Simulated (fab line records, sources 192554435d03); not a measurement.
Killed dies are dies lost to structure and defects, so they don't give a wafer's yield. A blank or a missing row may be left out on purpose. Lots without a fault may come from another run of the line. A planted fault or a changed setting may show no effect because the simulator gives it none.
Which tool did it? | flow n5_finfet | 24 lots, 72 wafers sampled, at 4 steps of a route of 1938

WHAT THE GAUGES READ, wafer by wafer
N5_BEOL_M0_CUTY_CD_MEAS_57: target cd 200 nm. Usual: cd_nm 199.9 nm, standard deviation 1.3.
lot  | measured     | on        | cd_nm (nm)        | flag
L074 | day 5 22:44  | cd_sem-01 | 199.4 199.7 201.9 |
L075 | day 6 05:45  | cd_sem-01 | 200.5 200.5 202.5 |
L076 | day 6 16:56  | cd_sem-02 | 199.7 198.7 200.3 |
L078 | day 6 18:50  | cd_sem-01 | 199.7 200.1 201.2 |
L077 | day 7 00:22  | cd_sem-02 | 198.5 199.1 198.3 |
L079 | day 7 00:58  | cd_sem-02 | 199.2 201.0 199.7 |
L080 | day 7 05:25  | cd_sem-01 | 199.9 199.5 198.9 |
L081 | day 7 07:52  | cd_sem-01 | 201.1 200.3 199.9 |
L082 | day 7 19:05  | cd_sem-01 | 198.0 199.0 198.4 |
L083 | day 7 23:19  | cd_sem-02 | 200.3 199.0 197.6 |
L084 | day 8 11:06  | cd_sem-02 | 199.7 199.5 198.2 |
L085 | day 8 20:15  | cd_sem-02 | 200.0 198.6 200.1 |
L086 | day 8 21:28  | cd_sem-02 | 201.2 199.7 199.9 |
L087 | day 9 06:34  | cd_sem-01 | 201.3 200.2 200.3 |
L088 | day 9 12:20  | cd_sem-02 | 201.0 201.3 200.4 |
L089 | day 9 14:24  | cd_sem-01 | 202.0 200.8 202.5 |
L090 | day 9 17:03  | cd_sem-02 | 198.8 198.0 199.1 |
L091 | day 9 22:31  | cd_sem-02 | 199.6 199.3 199.8 |
L092 | day 10 08:26 | cd_sem-01 | 198.0 197.6 198.6 |
L093 | day 10 13:55 | cd_sem-02 | 198.4 199.9 199.0 |
L094 | day 10 22:13 | cd_sem-01 | 202.5 201.0 200.7 |
L095 | day 11 02:27 | cd_sem-01 | 198.4 199.6 199.1 |
L096 | day 11 04:55 | cd_sem-02 | 201.3 201.8 201.5 |
L097 | day 11 13:49 | cd_sem-01 | 201.9 202.3 201.5 |

N5_BEOL_M0_CUTY_INSPECT_59: inspects for defects (macro). Usual: raw_defect_count 2.3, standard deviation 1.5.
lot  | measured     | on                | raw_defect_count | flag
L074 | day 5 22:47  | defect_inspect-02 | 4 4 1            |
L075 | day 6 05:48  | defect_inspect-02 | 1 2 1            |
L076 | day 6 16:59  | defect_inspect-01 | 4 2 1            |
L078 | day 6 18:53  | defect_inspect-02 | 1 6 1            |
L077 | day 7 00:30  | defect_inspect-01 | 2 2 0            |
L079 | day 7 01:01  | defect_inspect-01 | 2 3 3            |
L080 | day 7 05:28  | defect_inspect-01 | 2 2 1            |
L081 | day 7 07:55  | defect_inspect-01 | 2 3 2            |
L082 | day 7 19:08  | defect_inspect-02 | 4 2 6            |
L083 | day 7 23:22  | defect_inspect-02 | 2 2 3            |
L084 | day 8 11:09  | defect_inspect-02 | 2 2 3            |
L085 | day 8 20:18  | defect_inspect-02 | 2 1 5            |
L086 | day 8 21:32  | defect_inspect-02 | 3 1 1            |
L087 | day 9 06:38  | defect_inspect-01 | 3 2 0            |
L088 | day 9 12:23  | defect_inspect-02 | 3 4 3            |
L089 | day 9 14:27  | defect_inspect-01 | 1 4 3            |
L090 | day 9 17:06  | defect_inspect-01 | 1 4 3            |
L091 | day 9 22:34  | defect_inspect-01 | 3 1 3            |
L092 | day 10 08:29 | defect_inspect-01 | 1 6 2            |
L093 | day 10 13:59 | defect_inspect-02 | 3 2 3            |
L094 | day 10 22:17 | defect_inspect-02 | 3 3 3            |
L095 | day 11 02:31 | defect_inspect-01 | 2 0 2            |
L096 | day 11 04:59 | defect_inspect-01 | 3 4 1            |
L097 | day 11 13:53 | defect_inspect-01 | 0 3 2            |

WHICH TOOL RAN EACH LOT (tool, then ch and the chambers of the sampled wafers, then the start)
lot  | N5_BEOL_M0_SAQP_ILD_DEP_01     | N5_BEOL_M0_SAQP_SPACER2_ALD_26
L074 | pecvd-02 ch 0,1,2, day 5 15:29 | ald_sin-03 ch 0,1,3, day 5 20:12
L075 | pecvd-02 ch 1,2, day 5 18:29   | ald_sin-02 ch 0,3, day 6 01:54
L076 | pecvd-04 ch 0,1,2, day 6 09:42 | ald_sin-03 ch 2,3, day 6 14:04
L078 | pecvd-02 ch 0,1,2, day 6 12:43 | ald_sin-02 ch 0,1,2, day 6 16:28
L077 | pecvd-02 ch 0,1,2, day 6 15:42 | ald_sin-02 ch 1,2,3, day 6 21:42
L079 | pecvd-01 ch 0,2, day 6 18:42   | ald_sin-04 ch 0,1,2, day 6 22:18
L080 | pecvd-02 ch 0,1, day 6 21:42   | ald_sin-02 ch 0,3, day 7 02:56
L081 | pecvd-01 ch 0,1,2, day 7 00:43 | ald_sin-04 ch 0,1, day 7 05:16
L082 | pecvd-04 ch 0,1,2, day 7 08:10 | ald_sin-03 ch 2,3, day 7 16:38
L083 | pecvd-04 ch 0,1, day 7 16:24   | ald_sin-03 ch 0,1,3, day 7 20:27
L084 | pecvd-01 ch 0,2, day 8 02:17   | ald_sin-03 ch 2,3, day 8 08:22
L085 | pecvd-04 ch 0,1,2, day 8 11:52 | ald_sin-03 ch 2,3, day 8 17:29
L086 | pecvd-04 ch 0,1,2, day 8 14:51 | ald_sin-04 ch 0,2,3, day 8 18:35
L087 | pecvd-04 ch 0,1,2, day 8 21:32 | ald_sin-04 ch 1,2,3, day 9 02:39
L088 | pecvd-02 ch 1,2, day 9 00:31   | ald_sin-04 ch 0,2,3, day 9 06:03
L089 | pecvd-02 ch 0,1, day 9 05:08   | ald_sin-04 ch 0,2, day 9 11:55
L090 | pecvd-04 ch 0,1,2, day 9 08:08 | ald_sin-04 ch 2,3, day 9 14:34
L091 | pecvd-01 ch 0,1, day 9 12:52   | ald_sin-04 ch 0,2,3, day 9 19:53
L092 | pecvd-01 ch 1,2, day 9 22:38   | ald_sin-04 ch 0,1, day 10 06:04
L093 | pecvd-02 ch 1,2, day 10 06:42  | ald_sin-02 ch 2,3, day 10 11:13
L094 | pecvd-04 ch 0,1, day 10 14:34  | ald_sin-03 ch 0,1,2, day 10 19:13
L095 | pecvd-04 ch 0,1, day 10 17:34  | ald_sin-04 ch 0,1,2, day 10 23:44
L096 | pecvd-01 ch 2, day 10 20:34    | ald_sin-02 ch 1,2, day 11 02:23
L097 | pecvd-04 ch 0,1, day 11 05:28  | ald_sin-03 ch 1,2,3, day 11 10:28
- N5_BEOL_M0_SAQP_ILD_DEP_01: deposits SiOC from DEMS/O2, target thk 45.419 nm, time 8.7 s.
- N5_BEOL_M0_SAQP_SPACER2_ALD_26: deposits SiO2, target thk 15 nm, pulse time 1 s, purge time 2 s.

WHAT THE TOOLS THEMSELVES READ (means of the sampled wafers that have a number; where no wafer has one, the mark that the record gives instead)
N5_BEOL_M0_SAQP_ILD_DEP_01. Usual: heater_power_w 471 W, standard deviation 68; showerhead_plenum_p_Torr 5.697 Torr, standard deviation 0.017; throttle_valve_pct 12.2 %, standard deviation 0.67.
lot  | tool     | heater_power_w (W) | showerhead_plenum_p_Torr (Torr) | throttle_valve_pct (%) | flag
L074 | pecvd-02 | 505                | 5.718                           | 11.8                   |
L075 | pecvd-02 | 585                | 5.712                           | 11.8                   |
L076 | pecvd-04 | 456                | 5.700                           | 12.3                   |
L078 | pecvd-02 | 541                | 5.713                           | 11.5                   |
L077 | pecvd-02 | 507                | 5.712                           | 11.6                   |
L079 | pecvd-01 | 478                | 5.671                           | 11.8                   |
L080 | pecvd-02 | 513                | 5.704                           | 11.8                   |
L081 | pecvd-01 | 447                | 5.682                           | 12.3                   |
L082 | pecvd-04 | 451                | 5.706                           | 12.5                   |
L083 | pecvd-04 | 482                | 5.701                           | 12.9                   |
L084 | pecvd-01 | 471                | 5.673                           | 12.0                   |
L085 | pecvd-04 | 419                | 5.697                           | 12.3                   |
L086 | pecvd-04 | 454                | 5.699                           | 12.5                   |
L087 | pecvd-04 | 445                | 5.704                           | 12.3                   |
L088 | pecvd-02 | 564                | 5.703                           | 11.8                   |
L089 | pecvd-02 | 530                | 5.701                           | 11.8                   |
L090 | pecvd-04 | 437                | 5.696                           | 12.4                   |
L091 | pecvd-01 | 399                | 5.682                           | 12.5                   |
L092 | pecvd-01 | 417                | 5.685                           | 12.8                   |
L093 | pecvd-02 | 521                | 5.707                           | 12.0                   |
L094 | pecvd-04 | 436                | 5.700                           | 12.8                   |
L095 | pecvd-04 | 473                | 5.703                           | 12.9                   |
L096 | pecvd-01 | 539                | 5.661                           | 11.6                   |
L097 | pecvd-04 | 451                | 5.696                           | 13.0                   |

N5_BEOL_M0_SAQP_SPACER2_ALD_26. Usual: heater_power_w 454 W, standard deviation 58; precursor_pulse_height_rel 1.001, standard deviation 0.019.
lot  | tool       | heater_power_w (W) | precursor_pulse_height_rel | flag
L074 | ald_sin-03 | 463                | 0.997                      |
L075 | ald_sin-02 | 506                | 0.990                      |
L076 | ald_sin-03 | 437                | 1.005                      |
L078 | ald_sin-02 | 461                | 0.999                      |
L077 | ald_sin-02 | 489                | 0.976                      |
L079 | ald_sin-04 | 426                | 1.007                      |
L080 | ald_sin-02 | 476                | 1.031                      |
L081 | ald_sin-04 | 415                | 0.997                      |
L082 | ald_sin-03 | 493                | 0.977                      |
L083 | ald_sin-03 | 459                | 1.014                      |
L084 | ald_sin-03 | 484                | 1.000                      |
L085 | ald_sin-03 | 442                | 1.000                      |
L086 | ald_sin-04 | 397                | 0.999                      |
L087 | ald_sin-04 | 428                | 1.002                      |
L088 | ald_sin-04 | 399                | 0.992                      |
L089 | ald_sin-04 | 406                | 1.016                      |
L090 | ald_sin-04 | 399                | 1.011                      |
L091 | ald_sin-04 | 401                | 1.003                      |
L092 | ald_sin-04 | 419                | 1.016                      |
L093 | ald_sin-02 | 502                | 1.003                      |
L094 | ald_sin-03 | 509                | 1.009                      |
L095 | ald_sin-04 | 433                | 0.996                      |
L096 | ald_sin-02 | 472                | 0.999                      |
L097 | ald_sin-03 | 457                | 0.991                      |

THE ANSWER, worked out from the rows above alone
Rule: a lot is off if the mean of its wafers that have a number lies more than 3 standard deviations from the usual mean. A lot without any number at a reading at which 4 lots or more have one is off too. The other lots that the step has rows for count as sound. The gauges are gone through in route order, then the tools' own readings, and for those a lot's mean is taken as printed above. The first step at which some lot is off is used, and at that step the reading that is off furthest; a lot without a number counts as furthest.
No lot is off at any reading shown: from this, nothing can be told.

WHAT THE SIMULATOR HAD PUT IN
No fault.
